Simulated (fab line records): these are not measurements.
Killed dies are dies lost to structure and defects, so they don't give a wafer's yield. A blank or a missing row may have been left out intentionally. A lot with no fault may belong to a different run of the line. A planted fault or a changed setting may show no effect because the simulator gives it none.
Chamber matching || flow nand harc || NHARC_A_CONTACT_DEP_29 on pecvd-02 has 3 sister chambers
The step deposits SiON, target thk 100 nm. 3 wafers are shown with their chamber, then 11 later ones without.

WAFERS PAIRED WITH THEIR CHAMBERS
{"wafer": "L089.2", "chamber": 2, "heater power outer w (W)": 539}
{"wafer": "L089.6", "chamber": 0, "heater power outer w (W)": 450}
{"wafer": "L090.1", "chamber": 1, "heater power outer w (W)": 415}

WAFERS WHOSE CHAMBER IS MISSING
{"wafer": "L090.3", "heater power outer w (W)": 554}
{"wafer": "L090.5", "heater power outer w (W)": 572}
{"wafer": "L091.1", "heater power outer w (W)": 472}
{"wafer": "L091.3", "heater power outer w (W)": 387}
{"wafer": "L091.6", "heater power outer w (W)": 388}
{"wafer": "L092.1", "heater power outer w (W)": 548}
{"wafer": "L092.2", "heater power outer w (W)": 458}
{"wafer": "L092.3", "heater power outer w (W)": 514}
{"wafer": "L096.3", "heater power outer w (W)": 483}
{"wafer": "L096.4", "heater power outer w (W)": 490}
{"wafer": "L096.5", "heater power outer w (W)": 390}

THE CHAMBER EACH PASSED THROUGH
{"wafer": "L090.3", "from the rows above": 2, "in truth": 2}
{"wafer": "L090.5", "from the rows above": 2, "in truth": 2}
{"wafer": "L091.1", "from the rows above": "can't be placed: 0 or 1 or 2", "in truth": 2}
{"wafer": "L091.3", "from the rows above": "can't be placed: 1 or 0", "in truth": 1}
{"wafer": "L091.6", "from the rows above": "can't be placed: 1 or 0", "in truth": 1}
{"wafer": "L092.1", "from the rows above": 2, "in truth": 2}
{"wafer": "L092.2", "from the rows above": "can't be placed: 0 or 1", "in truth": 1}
{"wafer": "L092.3", "from the rows above": "can't be placed: 2 or 0", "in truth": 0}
{"wafer": "L096.3", "from the rows above": "can't be placed: 0 or 2 or 1", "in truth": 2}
{"wafer": "L096.4", "from the rows above": "can't be placed: 0 or 2 or 1", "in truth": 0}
{"wafer": "L096.5", "from the rows above": "can't be placed: 1 or 0", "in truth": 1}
Placed correctly: 3 of 11. These rows do not allow placing 8 (true chamber among the candidates in 8). Wrongly placed: 0.
How it was worked out, from the rows above alone: a wafer's distance from a chamber is the root of the sum, over the readings, of the square of ((its reading less the chamber's mean) divided by the reading's scatter). If the next closest chamber is less than 2 further off than the closest, the wafer can't be placed; otherwise it belongs to the closest. A chamber's mean is the mean of its shown wafers. The scatter (one wafer shown for each chamber): square how far every hidden wafer sits from the nearest shown wafer, average those squares and take the square root.
